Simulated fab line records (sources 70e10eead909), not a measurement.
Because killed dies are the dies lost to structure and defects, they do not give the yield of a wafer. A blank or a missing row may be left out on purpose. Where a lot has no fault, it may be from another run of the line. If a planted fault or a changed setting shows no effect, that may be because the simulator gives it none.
A struck lot beside a sound one + flow nand-harc + 43 out of 1302 route steps
Sound: the wafers L429.1, L429.2, L429.3. Struck: wafers L440.4, L440.6 (left out: L440.2, a lot-mate that was not struck); the cause follows at the end.
Each step with rows lists, per side, the tool, then ch with its chambers, then its first start. Under that, the readings that differ: sound wafers + struck wafers + difference of the means + sigmas: that difference in standard deviations of wafers without a fault.
alike: words and numbers the same on both sides, and readings whose means are apart by under 2 such deviations; not compared: readings that were withheld, readings missing a value for some wafer, numbers with overlapping values and no deviation given by the record, and bounds like >300 which may hide the same value.
A row with sigmas, a row that says differs or no value, or rows on one side alone: a step with any of these is where the two part. Numbers that don't overlap but have no deviation are shown without sigmas and don't part them. A reading missing from all wafers of one side parts the sides only when that side holds two or more wafers.

first, 6 steps without rows for these wafers: NHARC_A_CONTACT_COAT_36 (resist thk 90 nm); NHARC_A_CONTACT_SOFTBAKE_37 (time 55 s); NHARC_A_CONTACT_EBR_38; NHARC_A_CONTACT_EXPOSE_39 (exposes mask A CC 3); NHARC_A_CONTACT_PEB_40 (peb time 65 s); NHARC_A_CONTACT_DEVELOP_41 (develop time 35 s).
NHARC_A_CONTACT_CD_MEAS_42: the cd target is 300 nm.
  sound on cd-sem-01 ch 0, day 26 08:02; struck on cd-sem-03 ch 0, day 30 08:09
  alike: cd-nm
NHARC_A_CONTACT_OVL_MEAS_43:
  struck on overlay-01, day 30 08:14; sound on overlay-02, day 26 08:07
| reading           | sound          | struck  | difference | sigmas |
|-------------------|----------------|---------|------------|--------|
| overlay-y-nm (nm) | -0.9 -0.6 -1.8 | 1.2 1.3 | +2.4       | +3     |
  alike: overlay-x-nm
NHARC_A_CONTACT_INSPECT_44:
  struck on defect-inspect-02, day 30 08:17; sound on defect-inspect-01, day 26 08:10
  alike: raw-defect-count
NHARC_A_CONTACT_DESCUM_47: chemistry O2, time 3 s.
  sound on rie-diel-13 ch 1,2,3, day 26 08:13; struck on rie-diel-11 ch 2,3, day 30 08:20
  alike: drypump-motor-current-A, oes-product-au, rf-vpp-V, showerhead-plenum-p-Torr, throttle-valve-pct
  not compared: rf-hours-counter-h
then, 2 steps without rows for these wafers: NHARC_A_CONTACT_ETCH_48 (etches the open film in CF4, target depth 39 nm, time 65 s); NHARC_A_CONTACT_ETCH_49 (etches the open film in N2/H2, target depth 260 nm, time 475.3 s).
NHARC_A_CONTACT_ETCH_50: etches the open film in CF4/CHF3, target depth 121 nm, time 60.5 s.
  sound on rie-diel-13 ch 0,1,3, day 26 08:45; struck on rie-diel-11 ch 3, day 30 08:52
  alike: drypump-motor-current-A, oes-product-au, rf-vpp-V, showerhead-plenum-p-Torr, throttle-valve-pct
  not compared: rf-hours-counter-h
NHARC_A_CONTACT_ETCH_51: etches the open film in O2/COS, target depth 7000 nm, time 1820 s.
  sound on rie-diel-13 ch 0,1,3; struck on rie-diel-11 ch 0,2
  alike: drypump-motor-current-A, oes-product-au, rf-vpp-V, showerhead-plenum-p-Torr, throttle-valve-pct
  not compared: rf-hours-counter-h
NHARC_A_CONTACT_ETCH_111: etches the open film in C4F8/O2/Ar, time 140 s, target depth 700 nm.
  sound on har-cap-etch-02 ch 0,1, day 26 10:03; struck on har-cap-etch-01 ch 0,1, day 30 10:10
  not compared: rf-hours-counter-h
then, 14 steps without rows for these wafers: NHARC_A_CONTACT_ETCH_112 (etches the open film in C4F8/O2/Ar, time 190 s, target depth 1850 nm); NHARC_A_CONTACT_ETCH_113 (etches the open film in C4F8/O2/Ar, time 190 s, target depth 1850 nm); NHARC_A_CONTACT_ETCH_114 (etches the open film in C4F8/O2/Ar, time 190 s, target depth 1850 nm); NHARC_A_CONTACT_ETCH_115 (etches the open film in C4F8/O2/Ar, time 190 s, target depth 1850 nm); NHARC_A_CONTACT_ETCH_116 (etches the open film in C4F8/O2/Ar, time 190 s, target depth 1850 nm); NHARC_A_CONTACT_ETCH_117 (etches the open film in C4F8/O2/Ar, time 190 s, target depth 1850 nm); NHARC_A_CONTACT_ETCH_118 (etches the open film in C4F8/O2/Ar, time 190 s, target depth 1850 nm); NHARC_A_CONTACT_ETCH_119 (etches the open film in C4F8/O2/Ar, time 190 s, target depth 1850 nm); NHARC_A_CONTACT_ETCH_120 (etches the open film in C4F8/O2/Ar, time 190 s, target depth 1850 nm); NHARC_A_CONTACT_ETCH_121 (etches the open film in C4F8/O2/Ar, time 190 s, target depth 1850 nm); NHARC_A_CONTACT_ETCH_122 (etches the open film in C4F8/O2/Ar, time 190 s, target depth 1850 nm); NHARC_A_CONTACT_ETCH_123 (etches the open film in C4F8/O2/Ar, time 490 s, target depth 2110 nm); NHARC_A_CONTACT_ETCH_90 (etches the open film in CH3F/O2, target depth 40 nm, time 85.7 s); NHARC_A_CONTACT_ETCH_96 (etches the open film in C4F6/O2, target depth 20 nm, time 10 s).
NHARC_A_CONTACT_CD_MEAS_53:
  struck on cd-sem-01, day 30 13:34; sound on cd-sem-02, day 26 13:19
  alike: cd-nm
then, 3 steps without rows for these wafers: NHARC_A_CONTACT_STRIP_99 (strips in N2/H2); NHARC_A_CONTACT_STRIP_100 (strips in CF4/CHF3); NHARC_A_CONTACT_STRIP_101 (strips in O2/COS).
NHARC_A_CONTACT_ETCH_102: etches the open film in CF4/O2, target depth 100 nm, overetch 10 nm, time 55 s.
  sound on rie-diel-13 ch 0,2,3, day 26 13:36; struck on rie-diel-10 ch 0,1, day 30 13:52
  alike: drypump-motor-current-A, oes_f_703_au, oes-product-au, rf-vpp-V, showerhead-plenum-p-Torr, throttle-valve-pct
  not compared: rf-hours-counter-h
then, 3 steps without rows for these wafers: NHARC_A_CONTACT_STRIP_55 (strips in O2); NHARC_A_CONTACT_STRIP_56 (strips in post etch residue remover, time 600 s); NHARC_A_CONTACT_DEP_57 (deposits aC, target thk 5300 nm).
NHARC_A_CONTACT_DEP_58: deposits SiON, target thk 90 nm.
  sound on pecvd-03 ch 0,1,2, day 26 18:32; struck on pecvd-04 ch 0,1, day 30 17:46
  alike: heater-power-w
then, 4 steps without rows for these wafers: NHARC_A_CONTACT_DEHYDRATE_59 (time 120 s); NHARC_A_CONTACT_HMDS_60 (time 30 s); NHARC_A_CONTACT_COAT_61 (time 75 s); NHARC_A_CONTACT_COAT_62 (time 65 s).
-- jump in the record: it breaks off in module A_CONTACT and resumes in module END (first step shown: number 1302 of the route), and 3 days separate the struck wafers' starts before and after --
NHARC_END_SORT_01:
  sound on prober-01 ch 0, day 29 04:13; struck on prober-01 ch 0, day 33 07:51
  alike: killed-at-array, killed-at-other, killed-at-periphery, killed-dies, killed-open, killed-short

WHERE THEY PART
Only at NHARC_A_CONTACT_OVL_MEAS_43, as far as this record shows. Later steps at which nothing parts them and some readings are alike: NHARC_A_CONTACT_INSPECT_44, NHARC_A_CONTACT_DESCUM_47, NHARC_A_CONTACT_ETCH_50, NHARC_A_CONTACT_ETCH_51, NHARC_A_CONTACT_CD_MEAS_53, NHARC_A_CONTACT_ETCH_102, NHARC_A_CONTACT_DEP_58, NHARC_END_SORT_01.

WHY: whatever the simulator had introduced
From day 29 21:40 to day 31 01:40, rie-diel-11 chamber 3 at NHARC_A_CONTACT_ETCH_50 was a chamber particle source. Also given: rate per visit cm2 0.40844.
